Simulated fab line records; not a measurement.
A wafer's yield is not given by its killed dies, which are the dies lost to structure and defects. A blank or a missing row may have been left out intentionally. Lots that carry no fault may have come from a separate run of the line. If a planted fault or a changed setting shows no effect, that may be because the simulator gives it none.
fab line records ; flow nandHarc
record lots=7; wafers=21; lastDay=33
route steps=1302 shown P_GATE@185
lots that met no fault: from a run of the same line without faults
startH: start of the lot's first displayed wafer, in hours after the record's first day ; waitH: how many hours have passed since the lot's step before this one ; " identical to the entry in the row above ; L1.1+2: one row covering several wafers at once ; - value missing, or start not given ; * or withheld: withheld ; < > ~ a bound
route shown NAME@n: a module of which the file shows steps, and the number in the route of the first ; usual: average and standard deviation across the fault-free wafers ; same: alike in all rows ; chamber/n: place in a boat ; sites: the reading at each site ; _std_site: standard deviation of those values ; _edge_site: the outer-site mean with the inner-site mean subtracted ; radiusMm: for every site, how far away it sits from the centre of the wafer ; mask NAME#n: copy n ; behind: the most recent tool/chamber to have shaped the wafer ; hold: cause of the lot's hold/its duration in hours/its outcome ; device: names the non-switching transistor (n, p or np) ; end of line: the same wafers' tests at the end of the route ; a step given without rows: its recipe and nothing more ; killed: count of dies lost to structure and defects at first sort (not the wafer's yield) ; map: a wafer's dies, marking killed ones x, the rest . and places with no die _
set.NAME: the setting as run; set.NAME@STEP: as run at that earlier step ; model.NAME: the simulator's own value behind a step, which no gauge read
a table for each step, a row for each wafer; lots at some steps of the route
services: when a tool's chamber went out of use (startH, in hours from the record's first day, below 0 if earlier), for how many hours, and the reason
## steps
# step NHARC_P_GATE_CD_MEAS_59
# recipe targetCdNm=720; landingEnergyEv=500
# usual cdNm=719.5/1.8
lot.wafer;tool;chamber;startH;waitH;cdNm
L526.1;cdSem-02;0;121.98;-;719.2
L526.2;cdSem-02;0;121.98;-;721.3
L526.4;cdSem-02;0;121.98;-;717.7
L535.2;cdSem-03;0;218.87;-;718.1
L535.4;cdSem-03;0;218.87;-;720.8
L535.5;cdSem-03;0;218.87;-;718.4
L538.4;cdSem-03;0;261.38;-;719.6
L538.5;cdSem-03;0;261.38;-;721.2
L538.6;cdSem-03;0;261.38;-;717.7
L543.3;cdSem-03;0;290.04;-;719.9
L543.4;cdSem-03;0;290.04;-;723.2
L543.6;cdSem-03;0;290.04;-;720.8
L544.1;cdSem-03;0;315.24;-;718.4
L544.3;cdSem-03;0;315.24;-;717.3
L544.5;cdSem-03;0;315.24;-;715.7
L546.2;cdSem-02;0;321.48;-;717.7
L546.5;cdSem-02;0;321.48;-;717.8
L546.6;cdSem-02;0;321.48;-;718.8
L547.2;cdSem-02;0;333.11;-;720.0
L547.3;cdSem-02;0;333.11;-;720.0
L547.5;cdSem-02;0;333.11;-;719.4
# step NHARC_P_GATE_HARDBAKE_60
# recipe tempC=125; timeS=80
# step NHARC_P_GATE_DESCUM_61
# recipe timeS=3; o2FlowSccm=200; arFlowSccm=0; biasPowerW=0; chemistry=O2
# usual drypumpMotorCurrentA=6.0/0.31; oesProductAu=0.996/0.0099; rfVppV=57.8/1; showerheadPlenumPTorr=1.92/0.091; throttleValvePct=11.310/0.0089
lot.wafer;tool;chamber;startH;waitH;drypumpMotorCurrentA;oesProductAu;rfHoursCounterH;rfVppV;showerheadPlenumPTorr;throttleValvePct
L526.4;rieDiel-12;0;122.14;-;6.0;1.013;1.7;55.8;1.81;11.305
L526.2;rieDiel-12;1;122.14;-;6.2;0.987;1.4;56.3;1.82;11.320
L526.1;rieDiel-12;3;122.14;-;5.7;0.998;1.7;57.6;1.78;11.318
L535.4;rieDiel-10;1;219.04;-;6.1;0.992;8.1;56.9;1.80;11.326
L535.2;rieDiel-10;3;219.04;-;6.1;0.994;9.0;57.3;1.94;11.328
L535.5;rieDiel-10;0;219.04;-;6.2;1.012;-;56.5;1.94;11.297
L538.4;rieDiel-10;0;261.55;-;6.2;1.005;1.1;58.6;1.94;11.310
L538.6;rieDiel-10;3;261.55;-;6.1;1.001;-;59.0;1.94;11.296
L538.5;rieDiel-10;0;261.55;-;6.2;1.011;-;56.5;1.94;11.303
L543.4;rieDiel-10;1;290.21;-;6.1;0.997;3.4;58.3;1.80;11.302
L543.3;rieDiel-10;2;290.21;-;6.0;1.011;3.8;61.3;2.00;11.304
L543.6;rieDiel-10;1;290.21;-;6.1;0.995;-;57.2;1.80;11.316
L544.3;rieDiel-04;2;315.42;-;5.6;0.989;4.3;58.0;1.97;11.317
L544.1;rieDiel-04;3;315.42;-;6.5;0.987;4.3;58.0;2.06;11.321
L544.5;rieDiel-04;0;315.42;-;5.5;0.993;-;58.1;1.97;11.309
L546.2;rieDiel-12;1;321.64;-;6.2;0.981;2.2;56.2;1.81;11.327
L546.6;rieDiel-12;1;321.64;-;6.2;0.998;-;57.0;1.81;11.314
L546.5;rieDiel-12;2;321.64;-;5.6;0.997;-;57.7;1.93;11.315
L547.3;rieDiel-10;2;333.28;-;6.0;1.005;7.8;57.3;2.00;11.303
L547.2;rieDiel-10;0;333.28;-;6.2;0.990;6.5;57.7;1.94;11.317
L547.5;rieDiel-10;2;333.28;-;6.0;1.003;-;58.4;2.00;11.308
# step NHARC_P_GATE_IMPLANT_62
# recipe energyKev=20; doseCm2=3e+15; tiltDeg=7
# step NHARC_P_GATE_STRIP_112
# recipe powerW=1500; tempC=110; timeS=200; chemistry=N2/H2
# usual drypumpMotorCurrentA=5.8/0.49; heaterPowerW=84/3.2
lot.wafer;tool;chamber;startH;waitH;drypumpMotorCurrentA;heaterPowerW;rfHoursCounterH
L526.2;plasmaAsher-01;1;122.51;0.2;6.3;92;26
L526.1;plasmaAsher-01;0;122.51;0.2;5.7;85;26
L526.4;plasmaAsher-01;0;122.51;0.2;5.7;85;-
L535.2;plasmaAsher-02;1;219.56;0.3;5.2;78;28
L535.4;plasmaAsher-02;0;219.56;0.3;5.0;84;-
L535.5;plasmaAsher-02;0;219.56;0.3;5.0;80;-
L538.4;plasmaAsher-02;1;262.04;0.2;5.2;79;-
L538.5;plasmaAsher-02;0;262.04;0.2;5.0;83;-
L538.6;plasmaAsher-02;1;262.04;0.2;5.2;80;-
L543.3;plasmaAsher-01;0;290.65;0.2;5.7;83;-
L543.4;plasmaAsher-01;1;290.65;0.2;6.3;85;-
L543.6;plasmaAsher-01;0;290.65;0.2;5.7;85;-
L544.1;plasmaAsher-01;1;315.91;0.3;6.3;87;27
L544.3;plasmaAsher-01;0;315.91;0.3;5.7;85;-
L544.5;plasmaAsher-01;0;315.91;0.3;5.7;83;-
L546.2;plasmaAsher-01;0;322.05;0.2;5.7;85;30
L546.6;plasmaAsher-01;1;322.05;0.2;6.3;86;-
L546.5;plasmaAsher-01;0;322.05;0.2;5.7;81;-
L547.2;plasmaAsher-01;0;333.67;0.2;5.7;81;30
L547.3;plasmaAsher-01;0;333.67;0.2;5.7;84;-
L547.5;plasmaAsher-01;0;333.67;0.2;5.7;84;-
# step NHARC_P_GATE_STRIP_76
# recipe powerW=1500; tempC=250; chemistry=O2
# usual drypumpMotorCurrentA=5.8/0.49; heaterPowerW=316/12
lot.wafer;tool;chamber;startH;waitH;drypumpMotorCurrentA;heaterPowerW;rfHoursCounterH
L526.2;plasmaAsher-01;1;122.77;0.2;6.3;335;26
L526.1;plasmaAsher-01;0;122.77;0.2;5.7;319;26
L526.4;plasmaAsher-01;0;122.77;0.2;5.7;324;-
L535.2;plasmaAsher-02;1;219.79;0.2;5.2;298;28
L535.4;plasmaAsher-02;0;219.79;0.2;5.0;306;-
L535.5;plasmaAsher-02;0;219.79;0.2;5.0;299;-
L538.4;plasmaAsher-02;1;262.21;0.1;5.2;298;-
L538.5;plasmaAsher-02;0;262.21;0.1;5.0;320;-
L538.6;plasmaAsher-02;1;262.21;0.1;5.2;298;-
L543.3;plasmaAsher-01;0;290.85;0.2;5.7;311;-
L543.4;plasmaAsher-01;1;290.85;0.2;6.4;315;-
L543.6;plasmaAsher-01;0;290.85;0.2;5.7;311;-
L544.1;plasmaAsher-01;1;316.13;0.2;6.3;321;27
L544.3;plasmaAsher-01;0;316.13;0.2;5.7;308;-
L544.5;plasmaAsher-01;0;316.13;0.2;5.7;306;-
L546.2;plasmaAsher-01;0;322.28;0.2;5.7;308;30
L546.6;plasmaAsher-01;1;322.28;0.2;6.3;321;-
L546.5;plasmaAsher-01;0;322.28;0.2;5.7;319;-
L547.2;plasmaAsher-01;0;333.93;0.2;5.7;311;30
L547.3;plasmaAsher-01;0;333.93;0.2;5.7;305;-
L547.5;plasmaAsher-01;0;333.93;0.2;5.7;308;-
# step NHARC_P_GATE_STRIP_63
# recipe timeS=900; tempC=130; chemistry=SPM
# step NHARC_P_GATE_DEHYDRATE_83
# recipe tempC=150; timeS=120
# step NHARC_P_GATE_HMDS_84
# recipe timeS=30
# step NHARC_P_GATE_COAT_85
# recipe spinRpm=3000
# step NHARC_P_GATE_SOFTBAKE_86
# recipe tempC=122; timeS=95
# step NHARC_P_GATE_EBR_87
# step NHARC_P_GATE_EXPOSE_88
# recipe na=0.6; targetCdNm=2000; doseMj=11.87; maskId=P_HVN
# usual focusOffsetNm=0.0/0.6
lot.wafer;tool;chamber;startH;waitH;mask;focusOffsetNm;model.P_GATE.overlayXNm
L526.1;krfScanner-03;0;123.53;-;P_HVN#0;-0.7;-11.83
L526.2;krfScanner-03;0;123.53;-;P_HVN#0;-0.3;-11.83
L526.4;krfScanner-03;0;123.53;-;P_HVN#0;-0.2;-11.83
L535.2;krfScanner-01;0;220.54;-;P_HVN#0;1.4;3.793
L535.4;krfScanner-01;0;220.54;-;P_HVN#0;1.0;3.793
L535.5;krfScanner-01;0;220.54;-;P_HVN#0;1.3;3.793
L538.4;krfScanner-03;0;262.83;-;P_HVN#0;0.9;152.8
L538.5;krfScanner-03;0;262.83;-;P_HVN#0;0.4;152.8
L538.6;krfScanner-03;0;262.83;-;P_HVN#0;0.0;152.8
L543.3;krfScanner-03;0;291.60;-;P_HVN#0;0.1;144.9
L543.4;krfScanner-03;0;291.60;-;P_HVN#0;0.3;144.9
L543.6;krfScanner-03;0;291.60;-;P_HVN#0;-1.0;144.9
L544.1;krfScanner-01;0;316.88;-;P_HVN#0;-0.1;-0.9874
L544.3;krfScanner-01;0;316.88;-;P_HVN#0;0.1;-0.9874
L544.5;krfScanner-01;0;316.88;-;P_HVN#0;0.3;-0.9874
L546.2;krfScanner-04;0;323.04;-;P_HVN#0;-0.1;9.733
L546.5;krfScanner-04;0;323.04;-;P_HVN#0;-1.0;9.733
L546.6;krfScanner-04;0;323.04;-;P_HVN#0;-0.9;9.733
L547.2;krfScanner-03;0;334.70;-;P_HVN#0;-0.1;158.1
L547.3;krfScanner-03;0;334.70;-;P_HVN#0;0.6;158.1
L547.5;krfScanner-03;0;334.70;-;P_HVN#0;0.1;158.1
# step NHARC_P_GATE_PEB_89
# recipe pebTempC=118; pebTimeS=85
## services
tool;chamber;startH;hours;kind
rieDiel-04;-;115.13;0.1;repair
krfScanner-03;-;125.56;1.2;repair
rieDiel-12;3;135.05;6.8;repair
plasmaAsher-02;-;137.35;1.9;repair
krfScanner-01;-;140.00;4.0;pm
plasmaAsher-01;-;162.84;3.8;repair
plasmaAsher-01;-;166.68;9.0;pm
plasmaAsher-01;0;166.68;9.0;ventCycle
rieDiel-12;3;174.38;8.2;repair
rieDiel-04;-;177.90;9.0;pm
krfScanner-04;-;182.00;4.0;pm
krfScanner-03;-;224.00;4.0;pm
krfScanner-04;-;226.02;1.1;repair
rieDiel-10;-;242.50;9.0;pm
plasmaAsher-02;-;249.15;9.0;pm
rieDiel-12;-;268.40;9.0;pm
krfScanner-03;-;288.56;1.1;repair
krfScanner-04;-;306.29;4.6;repair
plasmaAsher-01;-;310.26;0.9;repair
krfScanner-01;-;312.00;4.0;pm
plasmaAsher-02;-;312.22;1.6;repair
plasmaAsher-01;-;312.94;2.1;repair
rieDiel-04;-;317.41;0.2;repair
krfScanner-03;-;325.36;0.4;repair
## key
firstSign none at tools or gauges
modelEffect step=NHARC_P_GATE_EXPOSE_88; value=P_GATE.overlayXNm; without=-0.9443; struck=151.9
metAt NHARC_P_GATE_EXPOSE_88
struckWafers L538.4,L538.5,L538.6,L543.3,L543.4,L543.6,L547.2,L547.3,L547.5
testerLeftOut L538,L543,L547
onsetBetween 123.53 262.83
alsoFits NHARC_P_GATE_DESCUM_61:rieDiel-10
fault kind=scannerMatchingOverlay; tool=krfScanner-03; chamber=-; onsetH=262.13; steps=NHARC_P_GATE_EXPOSE_88; offset=152.87
# testerLeftOut: of these lots the tester's yield and bins aren't shown, on N5 and GAA mostly nor the transistor test; their killed dies are dies lost to structure and defects alone, not to doping, threshold or leakage, so they don't give the yield
